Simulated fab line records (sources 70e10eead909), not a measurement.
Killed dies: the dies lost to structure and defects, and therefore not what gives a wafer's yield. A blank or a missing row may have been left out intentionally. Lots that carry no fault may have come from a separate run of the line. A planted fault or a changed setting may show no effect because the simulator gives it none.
Which tool did it? | flow nand harc | 42 wafers from 14 lots sampled at 5 of the route's 1159 steps

## WHAT EACH GAUGE READ, for each wafer
NHARC_THIN_TSV_CD_MEAS_33 targets a cd of 5000 nm.
lot  | measured     | on        | cd nm (nm)
L576 | day 18 22:14 | cd sem-01 | 5002.7 5003.1 5002.5
L578 | day 19 10:52 | cd sem-03 | 4997.1 4999.0 4999.9
L577 | day 19 12:04 | cd sem-03 | 5001.7 5001.1 5002.6
L579 | day 18 23:25 | cd sem-03 | 5000.6 5003.5 5000.5
L581 | day 20 03:40 | cd sem-02 | 4997.7 4997.7 4998.8
L582 | day 20 02:59 | cd sem-03 | 5002.6 5001.7 5000.3
L580 | day 19 22:17 | cd sem-02 | 4999.4 4998.9 4999.8
L590 | day 22 22:52 | cd sem-03 | 5000.7 5000.6 5000.1
L593 | day 23 19:38 | cd sem-03 | 4999.8 5000.5 4999.9
L594 | day 23 03:57 | cd sem-03 | 5004.3 5003.4 5001.7
L596 | day 23 21:18 | cd sem-02 | 4998.8 5002.8 4998.3
L597 | day 24 14:28 | cd sem-02 | 4996.9 5000.9 4999.9
L598 | day 24 13:24 | cd sem-01 | 5001.9 5003.5 5000.5
L599 | day 24 17:01 | cd sem-01 | 5003.1 5001.0 5000.5

NHARC_END_SORT_01.
lot  | measured     | on        | killed at array | killed at other | killed at periphery | killed dies | killed open | killed short
L590 | day 23 07:49 | prober-02 | 195 225 222     | 1 0 0           | 2 3 6               | 198 228 228 | 5 4 5       | 2 2 4
L593 | day 24 05:56 | prober-01 | 244 188 196     | 1 0 1           | 4 4 2               | 249 192 199 | 2 4 6       | 5 2 0

## EACH LOT AND THE TOOL THAT RAN IT (in order: tool; ch and the chambers of the sampled wafers; start)
lot  | NHARC_A_CHANNEL_HOLE_D1_DEP_00 | NHARC_THIN_TSV_PRE_CLEAN_50             | NHARC_THIN_TSV_CMP_21
L576 | acl dep-03 ch 0, day 8 04:39   | pvd sputter-03, day 18 20:41 or earlier | cmp-03 ch 1,2,3, day 18 20:41
L578 | acl dep-01 ch 0, day 8 11:48   | pvd sputter-02, day 19 09:17 or earlier | cmp-03 ch 0,1,3, day 19 09:17
L577 | acl dep-03 ch 0, day 8 14:08   | pvd sputter-02, day 19 10:27 or earlier | cmp-03 ch 0,1, day 19 10:27
L579 | acl dep-01 ch 0, day 8 14:13   | pvd sputter-02, day 18 21:59 or earlier | cmp-02 ch 0,2,3, day 18 21:59
L581 | acl dep-02 ch 0, day 9 06:39   | pvd sputter-01, day 20 02:01 or earlier | cmp-02 ch 0,3, day 20 02:01
L582 | acl dep-01 ch 0, day 9 07:01   | pvd sputter-02, day 20 01:22 or earlier | cmp-03 ch 1,2,3, day 20 01:22
L580 | acl dep-02 ch 0, day 9 08:34   | pvd sputter-01, day 19 20:45 or earlier | cmp-02 ch 0,3, day 19 20:45
L590 | acl dep-01 ch 0, day 12 01:41  | pvd sputter-01, day 22 21:26 or earlier | cmp-03 ch 0,1, day 22 21:26
L593 | acl dep-01 ch 0, day 12 11:05  | pvd sputter-01, day 23 18:01 or earlier | cmp-02 ch 0,1,2, day 23 18:01
L594 | acl dep-02 ch 0, day 12 12:26  | pvd sputter-03, day 23 02:29 or earlier | cmp-03 ch 0,1,2, day 23 02:29
L596 | acl dep-03 ch 0, day 13 00:22  | pvd sputter-02, day 23 19:41 or earlier | cmp-03 ch 0,2,3, day 23 19:41
L597 | acl dep-02 ch 0, day 13 12:04  | pvd sputter-03, day 24 12:57 or earlier | cmp-03 ch 0,1,2, day 24 12:57
L598 | acl dep-02 ch 0, day 13 13:20  | pvd sputter-02, day 24 11:50 or earlier | cmp-03 ch 0,2,3, day 24 11:50
L599 | acl dep-02 ch 0, day 13 18:20  | pvd sputter-02, day 24 15:35 or earlier | cmp-02 ch 0,2,3, day 24 15:35
- NHARC_A_CHANNEL_HOLE_D1_DEP_00: deposits aC, target thk 3100 nm.
- NHARC_THIN_TSV_PRE_CLEAN_50: time 30 s.
- NHARC_THIN_TSV_CMP_21: polishes, t overpolish 30 s, target thk 2000 nm.

## WHAT THE TOOLS THEMSELVES READ (means of the sampled wafers that have a number; where no wafer has one, the mark that the record gives instead)
NHARC_A_CHANNEL_HOLE_D1_DEP_00.
lot  | tool       | throttle valve pct (%)
L576 | acl dep-03 | 34.998
L578 | acl dep-01 | 34.998
L577 | acl dep-03 | 35.001
L579 | acl dep-01 | 35.001
L581 | acl dep-02 | 35.005
L582 | acl dep-01 | 35.012
L580 | acl dep-02 | 34.997
L590 | acl dep-01 | 34.995
L593 | acl dep-01 | 35.007
L594 | acl dep-02 | 35.014
L596 | acl dep-03 | 34.998
L597 | acl dep-02 | 35.004
L598 | acl dep-02 | 34.991
L599 | acl dep-02 | 35.003

NHARC_THIN_TSV_PRE_CLEAN_50.
lot  | tool           | heater power w (W)
L576 | pvd sputter-03 | 412
L578 | pvd sputter-02 | 407
L577 | pvd sputter-02 | 435
L579 | pvd sputter-02 | 415
L581 | pvd sputter-01 | 397
L582 | pvd sputter-02 | 437
L580 | pvd sputter-01 | 396
L590 | pvd sputter-01 | 422
L593 | pvd sputter-01 | 385
L594 | pvd sputter-03 | 444
L596 | pvd sputter-02 | 419
L597 | pvd sputter-03 | 418
L598 | pvd sputter-02 | 439
L599 | pvd sputter-02 | 439

NHARC_THIN_TSV_CMP_21.
lot  | tool   | motor current A (A) | overpolish run s (s)
L576 | cmp-03 | 10.6                | 30.006
L578 | cmp-03 | 11.1                | 30.000
L577 | cmp-03 | 10.8                | 30.002
L579 | cmp-02 | 12.4                | 29.996
L581 | cmp-02 | 12.0                | 29.996
L582 | cmp-03 | 10.5                | 29.996
L580 | cmp-02 | 12.3                | 29.991
L590 | cmp-03 | 11.2                | 29.999
L593 | cmp-02 | 12.8                | 29.999
L594 | cmp-03 | 10.7                | 29.997
L596 | cmp-03 | 10.6                | 30.000
L597 | cmp-03 | 10.6                | 29.993
L598 | cmp-03 | 11.0                | 29.997
L599 | cmp-02 | 12.1                | 30.004

## THE ANSWER, worked out from the rows above alone
Rule: usual is defined by the lots themselves. Put in order of their means at a reading, lots are off if they are a third of the lots or fewer, leave a main group of 4 or more, and stand apart from it by a gap of 3 or more times the standard deviation of the main group's means; of several such gaps the widest counts. A main group is skipped when, at the precision printed for the reading in the tables above, its means are all equal. Also off: a lot with no number at a reading for which 4 or more lots have one. The other lots that the step has rows for count as sound. The gauges are gone through in route order, then the tools' own readings, and for those a lot's mean is taken as printed above. The first step at which some lot is off is used, and at that step the reading that is off furthest; a lot without a number counts as furthest.
No lot is off at any reading shown: from this, nothing can be told.

## WHAT WAS PUT IN BY THE SIMULATOR
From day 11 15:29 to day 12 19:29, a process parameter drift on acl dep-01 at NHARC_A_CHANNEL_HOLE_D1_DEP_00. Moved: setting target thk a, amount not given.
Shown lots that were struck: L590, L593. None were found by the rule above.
